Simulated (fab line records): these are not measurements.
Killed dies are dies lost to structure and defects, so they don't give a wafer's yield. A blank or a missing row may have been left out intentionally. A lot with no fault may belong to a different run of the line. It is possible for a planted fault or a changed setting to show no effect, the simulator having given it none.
fab line records | flow n5_finfet
record: lots: 9 | wafers: 26 | last_day: 17
route steps=1938 shown BEOL_M0_SAQP@662 BEOL_M4@1111
lots that met no fault: taken from a fault-free run of the same line
start_h: hours from the record's first day to the start of the lot's first wafer shown | wait_h: hours since the lot's step before | " as in the row above | L1.1+2: a row that stands for several wafers | - no value, or no start was given | * or withheld: withheld | < > ~ a bound
route shown NAME@n: names a module that has steps shown in the file, with the first one's number in the route | usual: mean/standard deviation taken from wafers without a fault | same: alike in all rows | chamber/n: place in a boat | sites: the reading at each site | _std_site: standard deviation of those values | _edge_site: inner sites' mean taken away from outer sites' mean | radius_mm: how far each site lies from the wafer's centre | mask NAME#n: copy n | behind: the tool/chamber that last shaped the wafer | hold: what put the lot on hold/how long, in hours/how the hold closed | device: whichever transistor did not switch (one of n, p or np) | end of line: the tests these same wafers got at the end of their route | a step without rows: its recipe alone | killed: dies lost to structure and defects at the first sort, not the wafer's yield | map: a wafer's dies, x killed, . not, _ none there
set.NAME: the run value of the setting; set.NAME@STEP: its run value at that earlier step | model.NAME: the simulator's own value behind a step, which no gauge read
a sample of lots followed through the steps of the route, with each step as a table and each wafer as a row
services: from which hour (start_h, from the record's first day; less than 0 if before it) a tool's chamber was out of use, for how many hours, and why
== steps ==
step: N5_BEOL_M0_SAQP_RECESS_114
recipe: chemistry: HF/NH3 | target: SiO2 | target_depth_a: 144 | afs_cycles: 3 | temp_c: 30 | sublimation_temp_c: 180 | sublimation_time_s: 60
usual: drypump_motor_current_A: 5.6/0.34 | temp_c: 29.99/0.11
lot.wafer | tool          | chamber | start_h | wait_h | drypump_motor_current_A | temp_c
L668.2    | vapor_etch-01 | 1       | 127.20  | 0.0    | 5.3                     | 29.98
L668.4    | "             | 0       | "       | "      | 5.6                     | 30.11
L668.5    | "             | 1       | "       | "      | 5.3                     | 29.87
L669.1    | vapor_etch-02 | 0       | 138.47  | 0.0    | 5.4                     | 29.87
L669.2    | "             | 1       | "       | "      | 6.3                     | 29.79
L669.4    | "             | 0       | "       | "      | 5.4                     | 29.94
L670.2    | vapor_etch-01 | 1       | 142.37  | 0.0    | 5.3                     | 30.07
L670.3    | "             | 0       | "       | "      | 5.6                     | 30.05
L670.5    | "             | 0       | "       | "      | 5.6                     | 29.92
L672.2    | vapor_etch-01 | 0       | 152.58  | 0.0    | 5.6                     | 30.04
L672.3    | "             | 0       | "       | "      | 5.6                     | 29.75
L672.5    | "             | 1       | "       | "      | 5.3                     | 29.94
L673.1    | vapor_etch-02 | 1       | 162.54  | 0.0    | 6.3                     | 29.94
L673.4    | "             | 1       | "       | "      | 6.3                     | 30.00
L673.6    | "             | 0       | "       | "      | 5.4                     | 30.08
L676.5    | vapor_etch-01 | 1       | 178.86  | 0.3    | 5.3                     | 29.94
L676.6    | "             | 0       | "       | "      | 5.6                     | 30.07
L679.3    | vapor_etch-01 | 0       | 193.64  | 0.2    | 5.6                     | 30.02
L679.5    | "             | 1       | "       | "      | 5.3                     | 30.07
L679.6    | "             | 0       | "       | "      | 5.6                     | 30.03
L682.1    | vapor_etch-01 | 1       | 212.67  | 0.0    | 5.3                     | 30.15
L682.4    | "             | 0       | "       | "      | 5.6                     | 29.94
L682.5    | "             | 1       | "       | "      | 5.3                     | 30.15
L688.1    | vapor_etch-02 | 0       | 243.93  | 0.0    | 5.4                     | 30.01
L688.3    | "             | 0       | "       | "      | 5.4                     | 29.82
L688.5    | "             | 0       | "       | "      | 5.4                     | 29.85
step: N5_BEOL_M0_SAQP_SPACER1_ALD_98
recipe: material: SiO2 | target_thk_a: 128 | temp_c: 300 | ald_precursor_family: BDEAS | ald_co_reactant: O2-plasma | pulse_time_s: 1 | purge_time_s: 2 | co_reactant_purge_time_s: 2 | ald_cycles: 138 | pressure_torr: 2
usual: chamber_pressure_Torr: 2.000/0.0044 | heater_power_w: 456/39 | precursor_pulse_height_rel: 1.000/0.02 | susceptor_temp_C: 300.00/0.18
same: pulse_time_s: 1 | purge_time_s: 2
lot.wafer | tool       | chamber | start_h | wait_h | chamber_pressure_Torr | heater_power_w | precursor_pulse_height_rel | susceptor_temp_C
L668.2    | ald_sin-02 | 0       | 127.58  | 0.3    | 2.001                 | 444            | 0.999                      | 299.86
L668.4    | "          | 3       | "       | "      | 1.997                 | 408            | 0.965                      | 300.33
L668.5    | "          | 1       | "       | "      | 1.992                 | 479            | 0.994                      | 299.96
L669.1    | ald_sin-04 | 3       | 138.85  | 0.3    | 2.000                 | 434            | 1.012                      | 299.89
L669.2    | "          | 1       | "       | "      | 2.000                 | 502            | 0.997                      | 299.94
L669.4    | "          | 0       | "       | "      | 1.995                 | 532            | 1.001                      | 300.09
L670.2    | ald_sin-02 | 3       | 142.84  | 0.4    | 2.003                 | 421            | 1.008                      | 299.86
L670.3    | "          | 1       | "       | "      | 1.992                 | 478            | 0.959                      | 300.03
L670.5    | "          | 3       | "       | "      | 1.998                 | 412            | 1.021                      | 299.60
L672.2    | ald_sin-03 | 2       | 152.97  | 0.3    | 1.998                 | 443            | 0.962                      | 299.91
L672.3    | "          | 3       | "       | "      | 2.010                 | 466            | 0.969                      | 300.17
L672.5    | "          | 3       | "       | "      | 1.996                 | 461            | 1.003                      | 299.83
L673.1    | ald_sin-03 | 3       | 163.11  | 0.4    | 1.998                 | 460            | 0.962                      | 299.99
L673.4    | "          | 0       | "       | "      | 2.001                 | 515            | 1.000                      | 299.96
L673.6    | "          | 3       | "       | "      | 2.002                 | 478            | 1.018                      | 300.07
L676.5    | ald_sin-03 | 3       | 179.93  | 0.9    | 1.997                 | 480            | 1.005                      | 299.87
L676.6    | "          | 2       | "       | "      | 1.999                 | 441            | 0.981                      | 299.69
L679.3    | ald_sin-03 | 0       | 193.98  | 0.2    | 1.991                 | 514            | 1.019                      | 299.94
L679.5    | "          | 2       | "       | "      | 1.999                 | 454            | 0.995                      | 300.23
L679.6    | "          | 1       | "       | "      | 1.999                 | 370            | 1.007                      | 295.33
L682.1    | ald_sin-03 | 1       | 213.05  | 0.3    | 1.998                 | 379            | 1.012                      | 295.19
L682.4    | "          | 2       | "       | "      | 1.998                 | 447            | 1.005                      | 300.17
L682.5    | "          | 2       | "       | "      | 1.999                 | 453            | 1.016                      | 300.08
L688.1    | ald_sin-02 | 1       | 244.31  | 0.3    | 2.001                 | 502            | 0.977                      | 300.22
L688.3    | "          | 3       | "       | "      | 1.999                 | 416            | 0.968                      | 300.02
L688.5    | "          | 3       | "       | "      | 1.999                 | 405            | 1.004                      | 299.90
step: N5_BEOL_M0_SAQP_SPACER1_ETCHBACK_99
recipe: chemistry: CHF3/O2 | mode: anisotropic_etchback | target: SiO2 | target_depth_a: 154 | time_s: 7.7 | pressure_mtorr: 30 | source_w: 650 | bias_w: 170 | Ar_flow_sccm: 200 | CHF3_flow_sccm: 50 | O2_flow_sccm: 5 | ion_energy_ev: 200
usual: bias_w: 170.0/0.51 | drypump_motor_current_A: 5.6/0.56 | oes_product_au: 0.78/0.1 | rf_vpp_V: 518/9 | showerhead_plenum_p_Torr: 2.41/0.085 | throttle_valve_pct: 18.83/0.24
lot.wafer | tool        | chamber | start_h | wait_h | bias_w | drypump_motor_current_A | oes_product_au | rf_hours_counter_h | rf_vpp_V | showerhead_plenum_p_Torr | throttle_valve_pct
L668.2    | rie_diel-03 | 2       | 128.09  | 0.3    | 169.2  | 6.6                     | 0.78           | 138                | 526      | 2.50                     | 18.76
L668.4    | "           | 1       | "       | "      | 169.1  | 4.9                     | 0.89           | 26                 | 527      | 2.54                     | 19.01
L668.5    | "           | 0       | "       | "      | 169.7  | 5.6                     | 0.70           | -                  | 511      | 2.37                     | 19.02
L669.1    | rie_diel-04 | 0       | 139.33  | 0.3    | 170.6  | 5.1                     | 0.72           | 196                | 532      | 2.29                     | 18.72
L669.2    | "           | 3       | "       | "      | 169.8  | 6.1                     | 0.79           | 114                | 509      | 2.32                     | 18.84
L669.4    | "           | 1       | "       | "      | 170.4  | 5.0                     | 0.73           | 156                | 506      | 2.32                     | 18.89
L670.2    | rie_diel-05 | 3       | 143.37  | 0.3    | 170.3  | 5.0                     | 0.69           | 239                | 508      | 2.37                     | 18.61
L670.3    | "           | 0       | "       | "      | 170.4  | 5.5                     | 0.91           | 31                 | 523      | 2.45                     | 18.34
L670.5    | "           | 3       | "       | "      | 169.4  | 5.0                     | 0.69           | -                  | 510      | 2.37                     | 18.61
L672.2    | rie_diel-03 | 3       | 153.62  | 0.4    | 170.5  | 5.5                     | 0.70           | 248                | 514      | 2.37                     | 19.21
L672.3    | "           | 2       | "       | "      | 170.3  | 6.6                     | 0.78           | 145                | 528      | 2.50                     | 18.77
L672.5    | "           | 2       | "       | "      | 170.7  | 6.6                     | 0.77           | -                  | 527      | 2.50                     | 18.79
L673.1    | rie_diel-04 | 3       | 163.63  | 0.3    | 168.7  | 6.1                     | 0.78           | 121                | 508      | 2.32                     | 18.84
L673.4    | "           | 2       | "       | "      | 170.8  | 6.3                     | 0.71           | 213                | 505      | 2.37                     | 19.13
L673.6    | "           | 2       | "       | "      | 171.2  | 6.3                     | 0.71           | -                  | 505      | 2.37                     | 19.11
L676.5    | rie_diel-04 | 0       | 180.22  | 0.1    | 169.4  | 5.1                     | 0.70           | -                  | 533      | 2.28                     | 18.75
L676.6    | "           | 3       | "       | "      | 169.7  | 6.1                     | 0.78           | -                  | 509      | 2.31                     | 18.85
L679.3    | rie_diel-05 | 1       | 194.46  | 0.3    | 169.7  | 5.8                     | 0.67           | 244                | 518      | 2.28                     | 18.88
L679.5    | "           | 2       | "       | "      | 169.4  | 5.7                     | 0.65           | -                  | 522      | 2.47                     | 18.63
L679.6    | "           | 1       | "       | "      | 169.8  | 5.8                     | 0.68           | -                  | 520      | 2.29                     | 18.89
L682.1    | rie_diel-05 | 0       | 213.53  | 0.3    | 169.8  | 5.5                     | 0.88           | 56                 | 522      | 2.45                     | 18.39
L682.4    | "           | 3       | "       | "      | 169.6  | 5.0                     | 1.00           | -                  | 509      | 2.36                     | 18.18
L682.5    | "           | 0       | "       | "      | 170.4  | 5.5                     | 0.87           | -                  | 523      | 2.45                     | 18.40
L688.1    | rie_diel-05 | 0       | 244.79  | 0.3    | 170.2  | 5.5                     | 0.86           | 67                 | 522      | 2.44                     | 18.42
L688.3    | "           | 3       | "       | "      | 170.8  | 5.0                     | 0.94           | 14                 | 507      | 2.36                     | 18.19
L688.5    | "           | 1       | "       | "      | 170.4  | 5.8                     | 0.98           | -                  | 527      | 2.57                     | 18.48
step: N5_BEOL_M0_SAQP_STRIP_108
recipe: chemistry: N2/H2 | power_w: 500 | temp_c: 40 | pressure_mtorr: 50 | rf_frequency_hz: 6e+07 | overash_fraction: 0.3 | bias_power_w: 28 | h2_frac: 0.5 | n2_flow_sccm: 300 | h2_flow_sccm: 300
usual: drypump_motor_current_A: 5.6/0.5 | oes_product_au: 0.76/0.098 | rf_vpp_V: 121.7/0.93 | showerhead_plenum_p_Torr: 3.32/0.11 | temp_c: 40.01/0.11 | throttle_valve_pct: 18.8/0.57
lot.wafer | tool        | chamber | start_h | wait_h | drypump_motor_current_A | oes_product_au | rf_hours_counter_h | rf_vpp_V | showerhead_plenum_p_Torr | temp_c | throttle_valve_pct
L668.2    | rie_diel-03 | 0       | 129.11  | 0.0    | 5.7                     | 0.70           | 226                | 121.6    | 3.30                     | 40.18  | 19.3
L668.4    | "           | 3       | "       | "      | 5.4                     | 0.69           | 240                | 121.8    | 3.31                     | 39.99  | 19.5
L668.5    | "           | 1       | "       | "      | 4.9                     | 0.90           | -                  | 123.0    | 3.57                     | 40.15  | 19.4
L669.1    | rie_diel-04 | 1       | 140.33  | 0.0    | 5.0                     | 0.73           | 156                | 121.9    | 3.21                     | 40.01  | 19.1
L669.2    | "           | 3       | "       | "      | 6.1                     | 0.78           | 114                | 121.5    | 3.24                     | 39.95  | 18.7
L669.4    | "           | 0       | "       | "      | 5.1                     | 0.72           | 196                | 120.5    | 3.20                     | 39.94  | 18.8
L670.2    | rie_diel-03 | 2       | 144.41  | 0.0    | 6.6                     | 0.78           | 143                | 123.2    | 3.47                     | 40.03  | 18.6
L670.3    | "           | 0       | "       | "      | 5.7                     | 0.69           | 231                | 121.7    | 3.30                     | 40.12  | 19.3
L670.5    | "           | 1       | "       | "      | 4.9                     | 0.90           | -                  | 121.7    | 3.56                     | 39.86  | 19.4
L672.2    | rie_diel-04 | 2       | 154.72  | 0.0    | 6.3                     | 0.71           | 211                | 122.1    | 3.33                     | 39.91  | 19.6
L672.3    | "           | 0       | "       | "      | 5.1                     | 0.71           | 200                | 121.3    | 3.19                     | 40.00  | 18.8
L672.5    | "           | 2       | "       | "      | 6.3                     | 0.70           | -                  | 122.2    | 3.33                     | 40.06  | 19.6
L673.1    | rie_diel-04 | 3       | 164.84  | 0.0    | 6.1                     | 0.78           | 121                | 122.3    | 3.24                     | 39.89  | 18.7
L673.4    | "           | 1       | "       | "      | 5.0                     | 0.72           | 164                | 122.0    | 3.21                     | 40.03  | 19.1
L673.6    | "           | 0       | "       | "      | 5.1                     | 0.71           | -                  | 121.2    | 3.19                     | 40.02  | 18.8
L676.5    | rie_diel-04 | 1       | 181.71  | 0.0    | 5.0                     | 0.72           | -                  | 120.3    | 3.21                     | 39.91  | 19.1
L676.6    | "           | 2       | "       | "      | 6.3                     | 0.70           | -                  | 120.7    | 3.33                     | 39.95  | 19.6
L679.3    | rie_diel-03 | 2       | 195.77  | 0.0    | 6.6                     | 0.77           | 161                | 121.2    | 3.46                     | 40.08  | 18.6
L679.5    | "           | 1       | "       | "      | 4.9                     | 0.86           | -                  | 123.9    | 3.55                     | 39.98  | 19.4
L679.6    | "           | 3       | "       | "      | 5.5                     | 0.97           | -                  | 121.2    | 3.30                     | 40.03  | 19.0
L682.1    | rie_diel-04 | 3       | 214.53  | 0.0    | 6.0                     | 0.76           | 137                | 122.6    | 3.23                     | 40.14  | 18.7
L682.4    | "           | 0       | "       | "      | 5.1                     | 0.69           | 219                | 122.1    | 3.18                     | 39.96  | 18.8
L682.5    | "           | 0       | "       | "      | 5.1                     | 0.70           | -                  | 121.5    | 3.18                     | 39.87  | 18.8
L688.1    | rie_diel-05 | 0       | 245.83  | 0.0    | 5.5                     | 0.85           | 68                 | 121.2    | 3.38                     | 40.11  | 17.9
L688.3    | "           | 1       | "       | "      | 5.8                     | 0.99           | 1                  | 123.8    | 3.60                     | 40.02  | 19.2
L688.5    | "           | 0       | "       | "      | 5.5                     | 0.85           | -                  | 121.9    | 3.38                     | 40.00  | 17.9
step: N5_BEOL_M4_RC_MEAS_101
usual: DIBL_N: 36.1/1.5 | DIBL_P: 36.1/1.9 | IOFF_N: 0.159/0.029 | IOFF_P: 0.21/0.038 | ION_N: 675/11 | ION_P: 464/8.1 | SS_N: 71.5/0.57 | SS_P: 73.3/0.64 | VT_N: 249/3.1 | VT_P: -250/3.8
lot.wafer | tool      | chamber | start_h | wait_h | DIBL_N[mV/V] | DIBL_P[mV/V] | IOFF_N[nA/um] | IOFF_P[nA/um] | ION_N[uA/um] | ION_P[uA/um] | SS_N[mV/dec] | SS_P[mV/dec] | VT_N[mV] | VT_P[mV]
L668.2    | prober-01 | 0       | 177.54  | 0.2    | 37.8         | 37.3         | 0.161         | 0.24          | 666          | 464          | 71.8         | 73.8         | 249      | -246
L668.4    | "         | 0       | "       | "      | 35.9         | 34.2         | 0.137         | 0.19          | 672          | 462          | 72.3         | 72.5         | 250      | -249
L668.5    | "         | 0       | "       | "      | 36.7         | 36.4         | 0.148         | 0.22          | 654          | 454          | 71.5         | 73.3         | 253      | -247
L669.1    | prober-02 | 0       | 192.89  | 0.1    | 34.6         | 34.7         | 0.141         | 0.19          | 683          | 467          | 70.9         | 72.6         | 250      | -252
L669.2    | "         | 0       | "       | "      | 36.3         | 36.2         | 0.157         | 0.21          | 676          | 466          | 72.1         | 73.3         | 249      | -250
L669.4    | "         | 0       | "       | "      | 35.7         | 35.8         | 0.162         | 0.21          | 677          | 469          | 71.3         | 72.5         | 249      | -249
L670.2    | prober-01 | 0       | 194.65  | 0.2    | 34.6         | 34.2         | 0.129         | 0.18          | 665          | 463          | 71.2         | 72.7         | 252      | -254
L670.3    | "         | 0       | "       | "      | 37.2         | 38.0         | 0.189         | 0.25          | 684          | 471          | 72.2         | 74.2         | 248      | -248
L670.5    | "         | 0       | "       | "      | 35.8         | 36.5         | 0.154         | 0.22          | 676          | 469          | 71.4         | 73.1         | 248      | -250
L672.2    | prober-01 | 0       | 201.29  | 0.2    | 41.1         | 40.4         | 0.279         | 0.29          | 694          | 470          | 72.1         | 74.6         | 245      | -248
L672.3    | "         | 0       | "       | "      | 36.9         | 36.6         | 0.175         | 0.21          | 679          | 460          | 71.8         | 73.2         | 249      | -252
L672.5    | "         | 0       | "       | "      | 38.0         | 37.7         | 0.186         | 0.23          | 684          | 465          | 72.0         | 74.4         | 247      | -251
L673.1    | prober-02 | 0       | 219.08  | 0.0    | 37.8         | 38.2         | 0.171         | 0.24          | 679          | 470          | 72.0         | 74.1         | 250      | -249
L673.4    | "         | 0       | "       | "      | 37.4         | 37.0         | 0.156         | 0.21          | 670          | 456          | 71.8         | 73.5         | 254      | -249
L673.6    | "         | 0       | "       | "      | 36.2         | 36.6         | 0.140         | 0.21          | 657          | 465          | 71.6         | 73.0         | 249      | -250
L676.5    | prober-01 | 0       | 227.34  | 0.6    | 36.3         | 36.1         | 0.173         | 0.26          | 686          | 468          | 70.9         | 73.7         | 246      | -244
L676.6    | "         | 0       | "       | "      | 37.4         | 37.4         | 0.209         | 0.29          | 695          | 477          | 72.2         | 74.1         | 245      | -241
L679.3    | prober-02 | 0       | 249.42  | 0.6    | 36.8         | 35.6         | 0.172         | 0.18          | 677          | 454          | 71.0         | 73.2         | 248      | -253
L679.5    | "         | 0       | "       | "      | 36.2         | 35.5         | 0.175         | 0.20          | 692          | 470          | 70.5         | 73.2         | 247      | -252
L679.6    | "         | 0       | "       | "      | 37.0         | 36.4         | 0.184         | 0.19          | 686          | 452          | 71.6         | 74.3         | 245      | -254
L682.1    | prober-01 | 0       | 269.52  | 0.0    | 35.6         | 37.1         | 0.150         | 0.19          | 663          | 457          | 71.3         | 73.5         | 253      | -254
L682.4    | "         | 0       | "       | "      | 36.9         | 37.5         | 0.166         | 0.19          | 676          | 460          | 72.4         | 73.6         | 248      | -254
L682.5    | "         | 0       | "       | "      | 36.6         | 37.7         | 0.169         | 0.20          | 675          | 457          | 72.3         | 73.7         | 251      | -254
L688.1    | prober-01 | 0       | 321.45  | 0.0    | 36.2         | 36.8         | 0.181         | 0.23          | 684          | 469          | 71.1         | 73.3         | 247      | -247
L688.3    | "         | 0       | "       | "      | 36.6         | 36.4         | 0.180         | 0.23          | 680          | 468          | 70.9         | 72.5         | 246      | -248
L688.5    | "         | 0       | "       | "      | 34.8         | 36.0         | 0.168         | 0.23          | 686          | 473          | 71.5         | 73.6         | 244      | -247
== services ==
tool          | chamber | start_h | hours | kind
ald_sin-04    | 1       | 140.15  | 3.4   | repair
ald_sin-02    | 2       | 142.13  | 17.0  | repair
rie_diel-03   | 3       | 162.99  | -     | clean
rie_diel-03   | 3       | 162.99  | -     | consumable_replace:focus_ring
rie_diel-03   | 3       | 162.99  | 17.8  | scheduled_down
rie_diel-03   | 3       | 162.99  | 17.8  | vent_cycle
ald_sin-04    | -       | 176.75  | 14.0  | pm
vapor_etch-02 | -       | 179.59  | 2.8   | pm
rie_diel-05   | 3       | 180.01  | -     | clean
rie_diel-05   | 3       | 180.01  | -     | consumable_replace:focus_ring
rie_diel-05   | 3       | 180.01  | 23.3  | scheduled_down
rie_diel-05   | 3       | 180.01  | 23.3  | vent_cycle
rie_diel-04   | 1       | 183.48  | 4.8   | repair
rie_diel-03   | 0       | 193.33  | -     | clean
rie_diel-03   | 0       | 193.33  | -     | consumable_replace:focus_ring
rie_diel-03   | 0       | 193.33  | 26.6  | scheduled_down
rie_diel-03   | 0       | 193.33  | 26.6  | vent_cycle
ald_sin-02    | 3       | 197.40  | 3.8   | repair
ald_sin-04    | 3       | 203.34  | 4.1   | repair
rie_diel-05   | 1       | 212.43  | -     | clean
rie_diel-05   | 1       | 212.43  | -     | consumable_replace:focus_ring
rie_diel-05   | 1       | 212.43  | -     | consumable_replace:showerhead
rie_diel-05   | 1       | 212.43  | 30.8  | scheduled_down
vapor_etch-01 | -       | 231.04  | 2.8   | pm
== key ==
first_sign: step: N5_BEOL_M0_SAQP_SPACER1_ALD_98 | reading: susceptor_temp_C | direction: down | sigmas: 26 | usual: * | struck: *
effect none on later readings
met_at N5_BEOL_M0_SAQP_SPACER1_ALD_98
struck_lots L679,L682
struck_wafers L679.6,L682.1
not_acting_at N5_BEOL_M0_SAQP_RECESS_114,N5_BEOL_M0_SAQP_SPACER1_ETCHBACK_99,N5_BEOL_M0_SAQP_STRIP_108
fault: kind: process_parameter_drift | tool: ald_sin-03 | chamber: 1 | onset_h: 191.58 | steps: N5_BEOL_M0_SAQP_SPACER1_ALD_98 | channel: temp_c | offset: * | shape: step | end_h: 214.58 | acts_in: * | stated: *
